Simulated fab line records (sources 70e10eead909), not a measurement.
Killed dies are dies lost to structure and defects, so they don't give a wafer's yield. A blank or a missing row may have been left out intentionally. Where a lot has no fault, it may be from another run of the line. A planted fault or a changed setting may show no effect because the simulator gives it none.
Matching of chambers :: flow nand harc :: rie diel-01 running NHARC_P_GATE_DESCUM_13: 4 sister chambers
The step chemistry O2, time 3 s. 4 wafers are shown with their chamber, then 12 later ones without.

== WAFERS WITH THEIR CHAMBER ==
wafer: L086.1
chamber: 2
showerhead plenum p Torr (Torr): 2.00

wafer: L086.2
chamber: 3
showerhead plenum p Torr (Torr): 1.81

wafer: L086.5
chamber: 1
showerhead plenum p Torr (Torr): 2.02

wafer: L086.6
chamber: 0
showerhead plenum p Torr (Torr): 1.84

== WAFERS MISSING THEIR CHAMBER ==
wafer: L089.2
showerhead plenum p Torr (Torr): 1.80

wafer: L089.4
showerhead plenum p Torr (Torr): 2.02

wafer: L089.5
showerhead plenum p Torr (Torr): 1.99

wafer: L094.1
showerhead plenum p Torr (Torr): 1.80

wafer: L094.2
showerhead plenum p Torr (Torr): 1.84

wafer: L094.3
showerhead plenum p Torr (Torr): 2.02

wafer: L094.4
showerhead plenum p Torr (Torr): 1.99

wafer: L094.5
showerhead plenum p Torr (Torr): 2.02

wafer: L094.6
showerhead plenum p Torr (Torr): 1.99

wafer: L095.1
showerhead plenum p Torr (Torr): 1.84

wafer: L095.2
showerhead plenum p Torr (Torr): 1.80

wafer: L095.6
showerhead plenum p Torr (Torr): 1.80

== WHICH CHAMBER EACH ONE RAN IN ==
wafer: L089.2
from the rows above: 3
in truth: 3

wafer: L089.4
from the rows above: 1
in truth: 1

wafer: L089.5
from the rows above: 2
in truth: 2

wafer: L094.1
from the rows above: 3
in truth: 3

wafer: L094.2
from the rows above: 0
in truth: 0

wafer: L094.3
from the rows above: 1
in truth: 1

wafer: L094.4
from the rows above: 2
in truth: 2

wafer: L094.5
from the rows above: 1
in truth: 1

wafer: L094.6
from the rows above: 2
in truth: 2

wafer: L095.1
from the rows above: 0
in truth: 0

wafer: L095.2
from the rows above: 3
in truth: 3

wafer: L095.6
from the rows above: 3
in truth: 3
Placed correctly: 12 of 12. Can't be placed from these rows: 0. Placed wrongly: 0.
How it was worked out, from the rows above alone: a wafer's distance from a chamber is the root of the sum, over the readings, of the square of ((its reading less the chamber's mean) divided by the reading's scatter). If the next closest chamber is less than 2 further off than the closest, the wafer can't be placed; otherwise it belongs to the closest. Each chamber's mean is taken over the wafers shown for it. The scatter (one wafer shown for each chamber): square how far every hidden wafer sits from the nearest shown wafer, average those squares and take the square root.
